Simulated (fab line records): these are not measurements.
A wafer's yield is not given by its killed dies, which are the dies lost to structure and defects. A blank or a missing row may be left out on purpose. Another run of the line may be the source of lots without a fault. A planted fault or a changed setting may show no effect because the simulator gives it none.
Check of tool commonality :: flow nand-harc :: Sampled: 11 lots, 33 wafers

== REASON FOR OPENING ==
On 1 of the 11 lots, a flag is raised at NHARC_P_ZERO_WELL_CD_MEAS_52 on the reading cd-nm. No-fault wafers: 1999.7 nm, standard deviation 2.3.
Rule: a lot is flagged when every wafer of it that has a number lies more than 4 standard deviations from that mean, or none has a number. All remaining lots are regarded as sound.

lot: L746
measured: day 2 11:35
on: cd-sem-03
cd-nm (nm), wafer by wafer: 1996.0 2000.1 1997.2
flag: 

lot: L749
measured: day 3 17:40
on: cd-sem-01
cd-nm (nm), wafer by wafer: 1999.5 2000.0 1999.6
flag: 

lot: L750
measured: day 4 03:26
on: cd-sem-02
cd-nm (nm), wafer by wafer: 1983.1 1980.5 1983.3
flag: FLAGGED

lot: L751
measured: day 4 13:49
on: cd-sem-02
cd-nm (nm), wafer by wafer: 2000.8 1994.0 1999.6
flag: 

lot: L756
measured: day 6 15:36
on: cd-sem-03
cd-nm (nm), wafer by wafer: 2000.5 1996.7 2000.0
flag: 

lot: L759
measured: day 7 21:45
on: cd-sem-03
cd-nm (nm), wafer by wafer: 2002.1 2004.5 2003.2
flag: 

lot: L760
measured: day 8 07:59
on: cd-sem-01
cd-nm (nm), wafer by wafer: 2003.2 2000.2 2000.4
flag: 

lot: L762
measured: day 9 03:44
on: cd-sem-01
cd-nm (nm), wafer by wafer: 2001.2 1999.9 2002.4
flag: 

lot: L765
measured: day 10 10:25
on: cd-sem-02
cd-nm (nm), wafer by wafer: 1997.4 1998.2 1999.2
flag: 

lot: L766
measured: day 10 19:48
on: cd-sem-02
cd-nm (nm), wafer by wafer: 1999.5 1998.4 2000.4
flag: 

lot: L767
measured: day 11 05:44
on: cd-sem-02
cd-nm (nm), wafer by wafer: 1998.3 1997.5 2000.4
flag: 
The mean of the flagged lots' numbers is 1982.3 nm, -17.4 nm from the usual (-8 standard deviations).

== LOT BY LOT: THE TOOL USED ==
The record holds 2 process steps before the reading, out of a route of 1302 steps. Every cell lists first the tool, next ch and the chambers used by the sampled wafers, and last the start.
lot: L746
flag: 
NHARC_P_ZERO_WELL_DESCUM_26: rie-diel-13 ch 0,1,3, day 2 08:37
NHARC_P_ZERO_WELL_EXPOSE_49: krf-scanner-04 ch 0, day 2 11:26

lot: L749
flag: 
NHARC_P_ZERO_WELL_DESCUM_26: rie-diel-06 ch 0,2,3, day 3 14:40
NHARC_P_ZERO_WELL_EXPOSE_49: krf-scanner-03 ch 0, day 3 17:31

lot: L750
flag: FLAGGED
NHARC_P_ZERO_WELL_DESCUM_26: rie-diel-09 ch 0,1, day 4 00:34
NHARC_P_ZERO_WELL_EXPOSE_49: krf-scanner-03 ch 0, day 4 03:16

lot: L751
flag: 
NHARC_P_ZERO_WELL_DESCUM_26: rie-diel-09 ch 0,2,3, day 4 10:47
NHARC_P_ZERO_WELL_EXPOSE_49: krf-scanner-03 ch 0, day 4 13:40

lot: L756
flag: 
NHARC_P_ZERO_WELL_DESCUM_26: rie-diel-09 ch 0,1,3, day 6 12:31
NHARC_P_ZERO_WELL_EXPOSE_49: krf-scanner-03 ch 0, day 6 15:26

lot: L759
flag: 
NHARC_P_ZERO_WELL_DESCUM_26: rie-diel-13 ch 0,1,3, day 7 18:38
NHARC_P_ZERO_WELL_EXPOSE_49: krf-scanner-03 ch 0, day 7 21:36

lot: L760
flag: 
NHARC_P_ZERO_WELL_DESCUM_26: rie-diel-09 ch 0,1,2, day 8 05:07
NHARC_P_ZERO_WELL_EXPOSE_49: krf-scanner-03 ch 0, day 8 07:50

lot: L762
flag: 
NHARC_P_ZERO_WELL_DESCUM_26: rie-diel-06 ch 0,3, day 9 00:37
NHARC_P_ZERO_WELL_EXPOSE_49: krf-scanner-03 ch 0, day 9 03:35

lot: L765
flag: 
NHARC_P_ZERO_WELL_DESCUM_26: rie-diel-06 ch 0,2, day 10 07:07
NHARC_P_ZERO_WELL_EXPOSE_49: krf-scanner-04 ch 0, day 10 10:16

lot: L766
flag: 
NHARC_P_ZERO_WELL_DESCUM_26: rie-diel-09 ch 0,3, day 10 16:41
NHARC_P_ZERO_WELL_EXPOSE_49: krf-scanner-03 ch 0, day 10 19:38

lot: L767
flag: 
NHARC_P_ZERO_WELL_DESCUM_26: rie-diel-06 ch 2,3, day 11 02:38
NHARC_P_ZERO_WELL_EXPOSE_49: krf-scanner-04 ch 0, day 11 05:35
What these steps do:
- NHARC_P_ZERO_WELL_DESCUM_26: chemistry O2, time 3 s.
- NHARC_P_ZERO_WELL_EXPOSE_49: exposes mask P HVPW, target cd 2000 nm.
- NHARC_P_ZERO_WELL_CD_MEAS_52: target cd 2000 nm.

== FLAGGED OVER TOTAL, TOOL BY TOOL (the gauges that took the reading come last) ==
step: NHARC_P_ZERO_WELL_DESCUM_26
tool: rie-diel-06
lots run: 4
flagged: 0
share of the flagged lots: none
sound lots run after its first flagged lot: -

step: NHARC_P_ZERO_WELL_DESCUM_26
tool: rie-diel-09
lots run: 5
flagged: 1
share of the flagged lots: all
sound lots run after its first flagged lot: 4 (L751,L756,L760,L766)

step: NHARC_P_ZERO_WELL_DESCUM_26
tool: rie-diel-13
lots run: 2
flagged: 0
share of the flagged lots: none
sound lots run after its first flagged lot: -

step: NHARC_P_ZERO_WELL_EXPOSE_49
tool: krf-scanner-03
lots run: 8
flagged: 1
share of the flagged lots: all
sound lots run after its first flagged lot: 6 (L751,L756,L759,L760,L762,L766)

step: NHARC_P_ZERO_WELL_EXPOSE_49
tool: krf-scanner-04
lots run: 3
flagged: 0
share of the flagged lots: none
sound lots run after its first flagged lot: -

step: NHARC_P_ZERO_WELL_CD_MEAS_52
tool: cd-sem-01
lots run: 3
flagged: 0
share of the flagged lots: none
sound lots run after its first flagged lot: -

step: NHARC_P_ZERO_WELL_CD_MEAS_52
tool: cd-sem-02
lots run: 5
flagged: 1
share of the flagged lots: all
sound lots run after its first flagged lot: 4 (L751,L765,L766,L767)

step: NHARC_P_ZERO_WELL_CD_MEAS_52
tool: cd-sem-03
lots run: 3
flagged: 0
share of the flagged lots: none
sound lots run after its first flagged lot: -

== WHAT THE TABLE PERMITS ==
rie-diel-09 at NHARC_P_ZERO_WELL_DESCUM_26, krf-scanner-03 at NHARC_P_ZERO_WELL_EXPOSE_49 and cd-sem-02 at NHARC_P_ZERO_WELL_CD_MEAS_52: these 3 rows of the table ran every flagged lot.
- rie-diel-09 at NHARC_P_ZERO_WELL_DESCUM_26: 1 of its 5 lots flagged. Sound lots ran on it after the first flagged one (L751, L756, L760, L766), which a lasting fault on the whole tool wouldn't allow.
- krf-scanner-03 at NHARC_P_ZERO_WELL_EXPOSE_49: 1 of its 8 lots flagged. Sound lots ran on it after the first flagged one (L751, L756, L759, L760, L762, L766), which a lasting fault on the whole tool wouldn't allow.
- cd-sem-02 at NHARC_P_ZERO_WELL_CD_MEAS_52: 1 of its 5 lots flagged. Sound lots ran on it after the first flagged one (L751, L765, L766, L767), which a lasting fault on the whole tool wouldn't allow.
None of the table's rows ran every flagged lot and, after the first, no sound lot.

== WHAT HAD BEEN PUT IN BY THE SIMULATOR ==
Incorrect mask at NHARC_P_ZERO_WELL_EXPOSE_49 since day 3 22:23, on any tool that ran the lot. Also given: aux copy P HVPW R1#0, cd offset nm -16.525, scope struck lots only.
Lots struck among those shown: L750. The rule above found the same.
